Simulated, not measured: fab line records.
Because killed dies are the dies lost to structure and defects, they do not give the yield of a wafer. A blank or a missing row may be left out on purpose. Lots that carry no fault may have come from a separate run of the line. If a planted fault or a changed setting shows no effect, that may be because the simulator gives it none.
Which of the tools did it? :: flow nandHarc :: Sampling: 11 lots, 33 wafers, 6 of 1302 route steps

WHAT THE GAUGES SHOWED, per wafer
NHARC_A_M1_OVL_MEAS_10: pitch 240 nm.
lot: L551
measured: day 23 10:14
on: overlay-01
overlayXNm (nm): -0.9 -1.0 -0.4
overlayYNm (nm): 0.1 0.2 0.3

lot: L556
measured: day 24 14:30
on: overlay-01
overlayXNm (nm): 0.7 -0.5 0.3
overlayYNm (nm): 1.1 1.3 0.8

lot: L557
measured: day 25 13:10
on: overlay-01
overlayXNm (nm): -0.1 -0.6 0.0
overlayYNm (nm): -0.2 -0.7 -0.8

lot: L559
measured: day 27 01:33
on: overlay-02
overlayXNm (nm): -0.3 -0.5 0.2
overlayYNm (nm): -2.0 -2.4 -2.5

lot: L560
measured: day 27 07:41
on: overlay-02
overlayXNm (nm): -0.5 0.5 0.5
overlayYNm (nm): 0.5 0.6 0.5

lot: L565
measured: day 28 20:51
on: overlay-01
overlayXNm (nm): 32.8 33.0 32.6
overlayYNm (nm): -0.7 -1.0 -0.4

lot: L570
measured: day 31 23:49
on: overlay-01
overlayXNm (nm): 0.2 0.5 0.3
overlayYNm (nm): 0.7 0.8 0.4

lot: L571
measured: day 32 00:57
on: overlay-01
overlayXNm (nm): 34.3 33.6 33.5
overlayYNm (nm): 0.0 -0.3 -0.7

lot: L572
measured: day 32 02:14
on: overlay-01
overlayXNm (nm): -0.3 -0.1 -0.1
overlayYNm (nm): -0.7 -0.3 -0.6

lot: L573
measured: day 32 22:01
on: overlay-02
overlayXNm (nm): -0.8 -0.7 -0.7
overlayYNm (nm): 1.4 1.4 2.0

lot: L574
measured: day 32 23:50
on: overlay-01
overlayXNm (nm): -1.8 -1.7 -1.5
overlayYNm (nm): 0.4 -0.1 0.1

NHARC_END_SORT_01.
lot: L560
measured: day 28 23:31
on: prober-01
defectLimitedYield (%): 91 92 92
killedAtArray: 51 49 51
killedAtOther: 4 1 2
killedAtPeriphery: 3 5 3
killedDies: 58 55 56
killedOpen: 4 5 5
killedShort: 1 2 7
sort_bin_2_pct (%): 3.0 3.2 3.0
sort_bin_3_pct (%): 0.4 0.6 0.6
sort_bin_4_pct (%): 5.2 4.3 4.7
sortNPass: 619 622 621
sortRimYieldPct (%): 86 86 86
sortYieldPct (%): 91 92 92

TOOL THAT RAN EACH LOT (tool first, then ch and the chambers of the sampled wafers, then the start)
lot: L551
NHARC_A_M0_PVD_21: pvdSputter-02, day 23 10:01 or earlier
NHARC_A_M1_EXPOSE_06: arfiScanner-03 ch 0, day 23 10:01
NHARC_A_M1_ETCH_28: rieDiel-10 ch 1,2,3, day 23 11:22 or earlier
NHARC_A_M1_DEGAS_29: pvdSputter-02, day 23 11:22

lot: L556
NHARC_A_M0_PVD_21: pvdSputter-01, day 24 14:16 or earlier
NHARC_A_M1_EXPOSE_06: arfiScanner-02 ch 0, day 24 14:16
NHARC_A_M1_ETCH_28: rieDiel-12 ch 1,3, day 24 15:38 or earlier
NHARC_A_M1_DEGAS_29: pvdSputter-01, day 24 15:38

lot: L557
NHARC_A_M0_PVD_21: pvdSputter-03, day 25 12:56 or earlier
NHARC_A_M1_EXPOSE_06: arfiScanner-03 ch 0, day 25 12:56
NHARC_A_M1_ETCH_28: rieDiel-10 ch 0,1, day 25 14:16 or earlier
NHARC_A_M1_DEGAS_29: pvdSputter-02, day 25 14:16

lot: L559
NHARC_A_M0_PVD_21: pvdSputter-02, day 27 01:19 or earlier
NHARC_A_M1_EXPOSE_06: arfiScanner-02 ch 0, day 27 01:19
NHARC_A_M1_ETCH_28: rieDiel-10 ch 1,2,3, day 27 02:40 or earlier
NHARC_A_M1_DEGAS_29: pvdSputter-01, day 27 02:40

lot: L560
NHARC_A_M0_PVD_21: pvdSputter-01, day 27 07:27 or earlier
NHARC_A_M1_EXPOSE_06: arfiScanner-02 ch 0, day 27 07:27
NHARC_A_M1_ETCH_28: rieDiel-03 ch 0,1,2, day 27 08:50 or earlier
NHARC_A_M1_DEGAS_29: pvdSputter-01, day 27 08:50

lot: L565
NHARC_A_M0_PVD_21: pvdSputter-03, day 28 20:38 or earlier
NHARC_A_M1_EXPOSE_06: arfiScanner-02 ch 0, day 28 20:38
NHARC_A_M1_ETCH_28: rieDiel-10 ch 1,2,3, day 28 21:58 or earlier
NHARC_A_M1_DEGAS_29: pvdSputter-01, day 28 21:58

lot: L570
NHARC_A_M0_PVD_21: pvdSputter-02, day 31 23:35 or earlier
NHARC_A_M1_EXPOSE_06: arfiScanner-01 ch 0, day 31 23:35
NHARC_A_M1_ETCH_28: rieDiel-03 ch 2,3, day 32 00:58 or earlier
NHARC_A_M1_DEGAS_29: pvdSputter-03, day 32 00:58

lot: L571
NHARC_A_M0_PVD_21: pvdSputter-03, day 32 00:43 or earlier
NHARC_A_M1_EXPOSE_06: arfiScanner-02 ch 0, day 32 00:43
NHARC_A_M1_ETCH_28: rieDiel-03 ch 0,2,3, day 32 02:07 or earlier
NHARC_A_M1_DEGAS_29: pvdSputter-02, day 32 02:07

lot: L572
NHARC_A_M0_PVD_21: pvdSputter-01, day 32 02:00 or earlier
NHARC_A_M1_EXPOSE_06: arfiScanner-03 ch 0, day 32 02:00
NHARC_A_M1_ETCH_28: rieDiel-12 ch 0,1,3, day 32 03:27 or earlier
NHARC_A_M1_DEGAS_29: pvdSputter-03, day 32 03:27

lot: L573
NHARC_A_M0_PVD_21: pvdSputter-02, day 32 21:47 or earlier
NHARC_A_M1_EXPOSE_06: arfiScanner-03 ch 0, day 32 21:47
NHARC_A_M1_ETCH_28: rieDiel-10 ch 0,1, day 32 23:08 or earlier
NHARC_A_M1_DEGAS_29: pvdSputter-03, day 32 23:08

lot: L574
NHARC_A_M0_PVD_21: pvdSputter-03, day 32 23:36 or earlier
NHARC_A_M1_EXPOSE_06: arfiScanner-01 ch 0, day 32 23:36
NHARC_A_M1_ETCH_28: rieDiel-12 ch 1,3, day 33 00:58 or earlier
NHARC_A_M1_DEGAS_29: pvdSputter-03, day 33 00:58
- NHARC_A_M0_PVD_21: deposits Cu, target thk 30 nm, time 20.49 s.
- NHARC_A_M1_EXPOSE_06: exposes mask A M1, target cd 120 nm.
- NHARC_A_M1_ETCH_28: etches the open film in CF4/N2, target depth 30 nm, time 72.99 s.
- NHARC_A_M1_DEGAS_29: time 60 s.

AS READ BY THE TOOLS THEMSELVES (means over the sampled wafers that have a number; for cases with no such wafer, the mark the record gives instead)
NHARC_A_M0_PVD_21.
lot: L551
tool: pvdSputter-02
throttleValvePct (%): 30.3

lot: L556
tool: pvdSputter-01
throttleValvePct (%): 31.3

lot: L557
tool: pvdSputter-03
throttleValvePct (%): 30.4

lot: L559
tool: pvdSputter-02
throttleValvePct (%): 30.8

lot: L560
tool: pvdSputter-01
throttleValvePct (%): 29.4

lot: L565
tool: pvdSputter-03
throttleValvePct (%): 29.3

lot: L570
tool: pvdSputter-02
throttleValvePct (%): 29.9

lot: L571
tool: pvdSputter-03
throttleValvePct (%): 30.2

lot: L572
tool: pvdSputter-01
throttleValvePct (%): 29.3

lot: L573
tool: pvdSputter-02
throttleValvePct (%): 30.2

lot: L574
tool: pvdSputter-03
throttleValvePct (%): 29.7

NHARC_A_M1_ETCH_28.
lot: L551
tool: rieDiel-10
drypumpMotorCurrentA (A): 5.4
mfcArSccm (sccm): 150.0
oesProductAu (a.u.): 0.995
rfVppV (V): 314.0
showerheadPlenumPTorr (Torr): 2.60
throttleValvePct (%): 19.798

lot: L556
tool: rieDiel-12
drypumpMotorCurrentA (A): 5.7
mfcArSccm (sccm): 150.1
oesProductAu (a.u.): 1.001
rfVppV (V): 312.7
showerheadPlenumPTorr (Torr): 2.50
throttleValvePct (%): 19.799

lot: L557
tool: rieDiel-10
drypumpMotorCurrentA (A): 5.8
mfcArSccm (sccm): 149.6
oesProductAu (a.u.): 1.001
rfVppV (V): 313.2
showerheadPlenumPTorr (Torr): 2.59
throttleValvePct (%): 19.784

lot: L559
tool: rieDiel-10
drypumpMotorCurrentA (A): 5.4
mfcArSccm (sccm): 149.7
oesProductAu (a.u.): 1.001
rfVppV (V): 313.9
showerheadPlenumPTorr (Torr): 2.59
throttleValvePct (%): 19.799

lot: L560
tool: rieDiel-03
drypumpMotorCurrentA (A): 5.5
mfcArSccm (sccm): 149.9
oesProductAu (a.u.): 0.998
rfVppV (V): 312.2
showerheadPlenumPTorr (Torr): 2.51
throttleValvePct (%): 19.791

lot: L565
tool: rieDiel-10
drypumpMotorCurrentA (A): 5.4
mfcArSccm (sccm): 150.2
oesProductAu (a.u.): 0.996
rfVppV (V): 313.8
showerheadPlenumPTorr (Torr): 2.59
throttleValvePct (%): 19.789

lot: L570
tool: rieDiel-03
drypumpMotorCurrentA (A): 5.2
mfcArSccm (sccm): 150.5
oesProductAu (a.u.): 1.000
rfVppV (V): 313.0
showerheadPlenumPTorr (Torr): 2.58
throttleValvePct (%): 19.795

lot: L571
tool: rieDiel-03
drypumpMotorCurrentA (A): 5.2
mfcArSccm (sccm): 149.8
oesProductAu (a.u.): 1.003
rfVppV (V): 313.1
showerheadPlenumPTorr (Torr): 2.55
throttleValvePct (%): 19.803

lot: L572
tool: rieDiel-12
drypumpMotorCurrentA (A): 5.9
mfcArSccm (sccm): 150.3
oesProductAu (a.u.): 0.993
rfVppV (V): 312.6
showerheadPlenumPTorr (Torr): 2.50
throttleValvePct (%): 19.795

lot: L573
tool: rieDiel-10
drypumpMotorCurrentA (A): 5.4
mfcArSccm (sccm): 150.1
oesProductAu (a.u.): 1.005
rfVppV (V): 314.2
showerheadPlenumPTorr (Torr): 2.59
throttleValvePct (%): 19.792

lot: L574
tool: rieDiel-12
drypumpMotorCurrentA (A): 5.7
mfcArSccm (sccm): 150.2
oesProductAu (a.u.): 1.003
rfVppV (V): 311.7
showerheadPlenumPTorr (Torr): 2.50
throttleValvePct (%): 19.792

NHARC_A_M1_DEGAS_29.
lot: L551
tool: pvdSputter-02
heaterPowerW (W): 329

lot: L556
tool: pvdSputter-01
heaterPowerW (W): 328

lot: L557
tool: pvdSputter-02
heaterPowerW (W): 378

lot: L559
tool: pvdSputter-01
heaterPowerW (W): 329

lot: L560
tool: pvdSputter-01
heaterPowerW (W): 312

lot: L565
tool: pvdSputter-01
heaterPowerW (W): 324

lot: L570
tool: pvdSputter-03
heaterPowerW (W): 326

lot: L571
tool: pvdSputter-02
heaterPowerW (W): 344

lot: L572
tool: pvdSputter-03
heaterPowerW (W): 312

lot: L573
tool: pvdSputter-03
heaterPowerW (W): 315

lot: L574
tool: pvdSputter-03
heaterPowerW (W): 346

THE ANSWER, worked out from the rows above alone
Rule: what is usual is taken from the lots themselves. Put in order of their means at a reading, lots are off if they are a third of the lots or fewer, leave a main group of 4 or more, and stand apart from it by a gap of 3 or more times the standard deviation of the main group's means; of several such gaps the widest counts. A main group whose means are all the same, to the digits that the tables above print for the reading, isn't used. Also off: a lot with no number at a reading for which 4 or more lots have one. Any other lot the step has rows for is counted as sound. First the gauges in route order, then the tools' own readings, where a lot's mean is used as printed above. The first step at which some lot is off is used, and at that step the reading that is off furthest; a lot without a number counts as furthest.
Off, at NHARC_A_M1_OVL_MEAS_10 on overlayXNm: L565, L571. Mean -0.3 nm and standard deviation 0.59 in the main group.
A tool fits if, at a process step before that reading, it ran every lot that is off, and no sound lot after the first of them. Those tools and the gauges at NHARC_A_M1_OVL_MEAS_10 are tried in the same way. NHARC_A_M0_PVD_21 gives no start for some lots, so the hours and the order of its lots are those of NHARC_A_M1_EXPOSE_06. One fits: NHARC_A_M1_EXPOSE_06 on arfiScanner-02. A fault onset in the window from L560 (day 27 07:27, its last sound lot) to L565 (day 28 20:38, its first lot off) fits.

WHAT THE SIMULATOR HAD PUT IN
Scanner matching overlay: arfiScanner-02, from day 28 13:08 on, at NHARC_A_M1_EXPOSE_06. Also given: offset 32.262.
Shown lots that were struck: L565, L571. The rule given above showed the same thing.
